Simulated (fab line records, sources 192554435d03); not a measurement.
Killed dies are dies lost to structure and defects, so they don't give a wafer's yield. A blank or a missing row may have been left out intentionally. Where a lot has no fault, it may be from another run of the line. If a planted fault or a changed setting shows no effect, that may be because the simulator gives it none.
fab line records	flow n5Finfet
record: lots: 7	wafers: 39
route steps=1938 shown BEOL_M10@1526 BEOL_M13@1694 PASS1_CAP@1873 TV_LITHO@1875 TV_OPEN@1887
startH: hours from the record's opening day to when the first of the lot's shown wafers began	waitH: time in hours since the lot's previous step	" identical to the entry in the row above	L1.1+2: a single row standing in for several wafers	- either no value or no given start	* or withheld: withheld	< > ~ a bound
route shown NAME@n: NAME is a module with steps in the file, n the number in the route of the first one	usual: mean/standard deviation taken from wafers without a fault	same: alike in all rows	chamber/n: place in a boat	sites: the reading at each site	_std_site: how widely they spread, as a standard deviation	_edge_site: mean of outer sites minus mean of inner sites	radiusMm: for every site, how far away it sits from the centre of the wafer	mask NAME#n: copy n	behind: the last tool/chamber to shape the wafer	hold: what put the lot on hold/how long, in hours/how the hold closed	device: the transistor (n, p or np) that didn't switch	end of line: the tests these same wafers got at the end of their route	a step without rows: its recipe alone	killed: the dies lost at the first sort to structure and to defects; this is not the yield of the wafer	map: dies across one wafer; x = killed, . = not, _ = none there
set.NAME: setting as actually run; set.NAME@STEP: the setting as run at that earlier step	model.NAME: the simulator's own value behind a step, which no gauge read
lots with deliberately changed settings; one table per step, one row per wafer
== steps ==
step: N5_BEOL_M10_CVD_75
recipe: material: Co	targetThkA: 20	tempC: withheld	precursor: CCTBA/H2	pressureTorr: 30	timeS: 138.9
lot.wafer	tool	chamber	startH	waitH	set.targetThkA	model.Co_of_BEOL_M10_CVD_75.thkNm
L078.1+2+3+4+5	cvdCo-02	1,0,1,0,1	285.16	1.2	20	2
L078.6	"	0	"	"	20	2.2
L079.1+5	cvdCo-02	2	295.43	0.1	20	2
L079.2+3+4	"	1,0,1	"	"	13.16	1.4
L079.6	"	0	"	"	20	2.2
L085.1+5+6	cvdCo-02	2,0,2	327.57	0.2	20	2
L085.2+3+4	"	0,1,1	"	"	20	2.2
L087.1+3+4	cvdCo-02	2,2,0	336.11	0.1	20	2
L087.2+5+6	"	0,2,0	"	"	13.03	1.4
L088.1+2+3+4+5	cvdCo-01	1,0,2,2,1	348.53	0.3	20	2
L088.6	"	0	"	"	20	2.2
L095.2+3+4	cvdCo-01	0,2,0	392.12	0.1	20	1.8
L097.1+5+6	cvdCo-02	0,1,2	414.88	0.1	20	2
L097.2+3	"	1,2	"	"	11.89	1.2
L097.4	"	0	"	"	11.89	1.4
step: N5_BEOL_M13_ETCH_68
recipe: chemistry: N2/H2	target: SOC	maskMaterial: SiARC	sourceW: 3000	biasW: 350	tempC: 40	timeS: 355	ionEnergyEv: 200	pressureMtorr: 30	n2FlowSccm: 200	h2FlowSccm: 200
lot.wafer	tool	chamber	startH	waitH	set.timeS	model.SiARC_of_BEOL_M13_COAT_66.thkNm
L078.1+3	rieDiel-05	1,0	304.15	0.1	460.8	67.4
L078.2+4+6	"	2,3,2	"	"	355	77.2
L078.5	"	1	"	"	460.8	67.2
L079.1	rieDiel-06	3	312.64	0.1	355	77.6
L079.2	"	1	"	"	463.7	67.6
L079.3	"	2	"	"	463.7	66.8
L079.4	"	0	"	"	355	76.8
L079.5	"	0	"	"	355	77
L079.6	"	1	"	"	463.7	67.2
L085.1+6	rieDiel-02	0	344.33	0.1	355	76.6
L085.2	"	1	"	"	276.9	83.4
L085.3	"	2	"	"	276.9	83.2
L085.4	"	3	"	"	355	76
L085.5	"	1	"	"	276.9	84
L087.1	rieDiel-06	1	351.83	0.1	205.8	90.6
L087.2	"	2	"	"	205.8	90.2
L087.3	"	3	"	"	355	77
L087.4	"	0	"	"	355	76.2
L087.5	"	2	"	"	205.8	90.4
L087.6	"	1	"	"	355	76.6
L088.1	rieDiel-06	1	365.47	0.1	282.2	83.6
L088.2	"	3	"	"	282.2	83.8
L088.3	"	0	"	"	282.2	83.2
L088.4	"	2	"	"	355	76.2
L088.5	"	0	"	"	355	76.4
L088.6	"	3	"	"	355	77.2
L095.2	rieDiel-06	1	409.77	0.1	355	77.2
L095.3	"	2	"	"	355	76.8
L095.4	"	0	"	"	355	76.6
L097.1	rieDiel-05	0	433.55	0.1	214.1	90.8
L097.2	"	2	"	"	355	77.2
L097.3	"	1	"	"	214.1	89.8
L097.4	"	1	"	"	355	77
L097.5	"	0	"	"	355	77.4
L097.6	"	2	"	"	214.1	90.2
step: N5_PASSIVATION_PECVD_55
recipe: material: SiO2	targetThkA: 4000	tempC: 400	precursor: SiH4/N2O	pressureTorr: 2.7	rfW: 608	timeS: 22.5
lot.wafer	tool	chamber	startH	waitH	set.timeS	model.SiO2_of_PASSIVATION_PECVD_55.thkNm
L078.1	pecvd-04	2	328.98	0.0	10.08	171.4
L078.2	"	1	"	"	10.08	170.8
L078.3	"	0	"	"	22.5	397.2
L078.4	"	0	"	"	22.5	401.6
L078.5	"	1	"	"	10.08	180.8
L078.6	"	2	"	"	22.5	394
L079.1	pecvd-03	2	334.27	0.0	30.68	535.2
L079.2	"	0	"	"	22.5	394.6
L079.3	"	1	"	"	30.68	536.8
L079.4	"	2	"	"	22.5	397.4
L079.5	"	0	"	"	22.5	396.8
L079.6	"	1	"	"	30.68	550.2
L085.1	pecvd-03	1	367.62	0.0	22.5	392.2
L085.2	"	2	"	"	30.7	535.2
L085.3	"	0	"	"	22.5	388.4
L085.4	"	0	"	"	30.7	550.6
L085.5	"	2	"	"	22.5	398.4
L085.6	"	1	"	"	30.7	544.4
L087.1	pecvd-04	1	372.93	0.0	27.66	489.4
L087.2	"	0	"	"	27.66	490.8
L087.3	"	2	"	"	22.5	399.8
L087.4	"	0	"	"	22.5	401.6
L087.5	"	1	"	"	22.5	397.6
L087.6	"	2	"	"	27.66	495.6
L088.1	pecvd-04	2	389.99	0.0	22.5	399.2
L088.2	"	0	"	"	22.5	401
L088.3	"	2	"	"	30.7	550.6
L088.4	"	0	"	"	22.5	409.4
L088.5	"	0	"	"	30.7	554.4
L088.6	"	2	"	"	30.7	551
L095.2	pecvd-03	0	433.32	0.0	22.5	395.8
L095.3	"	1	"	"	22.5	406.2
L095.4	"	0	"	"	22.5	406.6
L097.1	pecvd-04	0	458.16	0.0	22.5	400.4
L097.2	"	2	"	"	22.5	399.6
L097.3	"	1	"	"	22.5	399.2
L097.4	"	2	"	"	22.5	407.6
L097.5	"	1	"	"	22.5	404
L097.6	"	0	"	"	22.5	403.2
step: N5_PASSIVATION_PECVD_01
recipe: material: SiNx	targetThkA: 2000	tempC: 400	precursor: SiH4/NH3/N2	pressureTorr: 4.9	rfW: 1406	timeS: 43.2
step: N5_PASSIVATION_HMDS_03
recipe: timeS: 60	tempC: 120
step: N5_PASSIVATION_DESCUM_12
recipe: chemistry: O2	timeS: 7.9	sourcePowerW: 50	biasPowerW: 20	pressureMtorr: 20	rfFrequencyHz: 2.712e+07	tempC: 40	o2FlowSccm: 225
step: N5_PASSIVATION_PASS_ETCH_74
recipe: chemistry: CF4/O2	target: SiNx	targetDepthA: 2200	timeS: 110	ionEnergyEv: 100	pressureMtorr: 40	sourceW: 535	biasW: 49	Ar_flow_sccm: 100	cf4FlowSccm: 100	O2_flow_sccm: 10
step: N5_PASSIVATION_VIA_ETCH_13
recipe: chemistry: CHF3/O2	target: SiO2	targetDepthA: 6600	CHF3_flow_sccm: 50	O2_flow_sccm: 5	Ar_flow_sccm: 200	timeS: 330	maskMaterial: PR	pressureMtorr: 30	sourceW: 650	biasW: 170	ionEnergyEv: 200	ends: cleared
usual: etchRfOnTimeS: 237/4.5
lot.wafer	tool	chamber	startH	waitH	set.timeS@PASSIVATION_PECVD_55	etchRfOnTimeS	model.TV_OPEN.cdOffsetNm
L078.1	rieDiel-05	2	331.40	0.0	10.08	103	5
L078.2	"	3	"	"	10.08	102	5.2
L078.3	"	0	"	"	22.5	239	2.8
L078.4	"	1	"	"	22.5	239	1.8
L078.5	"	1	"	"	10.08	108	4.6
L078.6	"	0	"	"	22.5	238	2.2
L079.1	rieDiel-05	0	336.32	0.0	30.68	318	0.8
L079.2	"	3	"	"	22.5	236	2.4
L079.3	"	2	"	"	30.68	317	0
L079.4	"	1	"	"	22.5	237	1.6
L079.5	"	0	"	"	22.5	237	2.2
L079.6	"	1	"	"	30.68	327	-0.4
L087.1	rieDiel-05	1	376.17	0.0	27.66	292	0.8
L087.2	"	3	"	"	27.66	295	1.8
L087.3	"	0	"	"	22.5	239	1.8
L087.4	"	2	"	"	22.5	240	2.2
L087.5	"	2	"	"	22.5	236	2.2
L087.6	"	1	"	"	27.66	296	1
L085.1	rieDiel-06	1	376.38	0.0	22.5	232	2.2
L085.2	"	2	"	"	30.7	313	-0.2
L085.3	"	3	"	"	22.5	231	2
L085.4	"	0	"	"	30.7	316	-0.2
L085.5	"	0	"	"	22.5	230	1.2
L085.6	"	1	"	"	30.7	321	1
L088.1	rieDiel-05	2	390.94	0.0	22.5	239	1.8
L088.2	"	0	"	"	22.5	242	1.8
L088.3	"	1	"	"	30.7	328	-0.6
L088.4	"	3	"	"	22.5	245	1.6
L088.5	"	3	"	"	30.7	336	0.2
L088.6	"	0	"	"	30.7	329	0
L095.2	rieDiel-05	1	435.69	0.0	22.5	236	1.6
L095.3	"	0	"	"	22.5	247	1.6
L095.4	"	1	"	"	22.5	244	1.6
L097.1	rieDiel-06	0	461.69	0.0	22.5	231	1.6
L097.2	"	1	"	"	22.5	238	1.6
L097.3	"	2	"	"	22.5	234	1
L097.4	"	3	"	"	22.5	240	1.4
L097.5	"	1	"	"	22.5	239	2.2
L097.6	"	2	"	"	22.5	238	0.8
== key ==
split: step: N5_BEOL_M10_CVD_75	setting: targetThkA	stated: 20	by: wafer
response: step: N5_BEOL_M10_CVD_75	reading: model.Co_of_BEOL_M10_CVD_75.thkNm	change: +0.0182	per: 1%	r: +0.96
split: step: N5_BEOL_M13_ETCH_68	setting: timeS	stated: 355	by: wafer
response: step: N5_BEOL_M13_ETCH_68	reading: model.SiARC_of_BEOL_M13_COAT_66.thkNm	change: -0.329	per: 1%	r: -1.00
split: step: N5_PASSIVATION_PECVD_55	setting: timeS	stated: 22.5	by: wafer
response: step: N5_PASSIVATION_PECVD_55	reading: model.SiO2_of_PASSIVATION_PECVD_55.thkNm	change: +4.05	per: 1%	r: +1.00
response: step: N5_PASSIVATION_VIA_ETCH_13	reading: etchRfOnTimeS	change: *	per: 1%	r: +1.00
response: step: N5_PASSIVATION_VIA_ETCH_13	reading: model.TV_OPEN.cdOffsetNm	change: -0.0482	per: 1%	r: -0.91
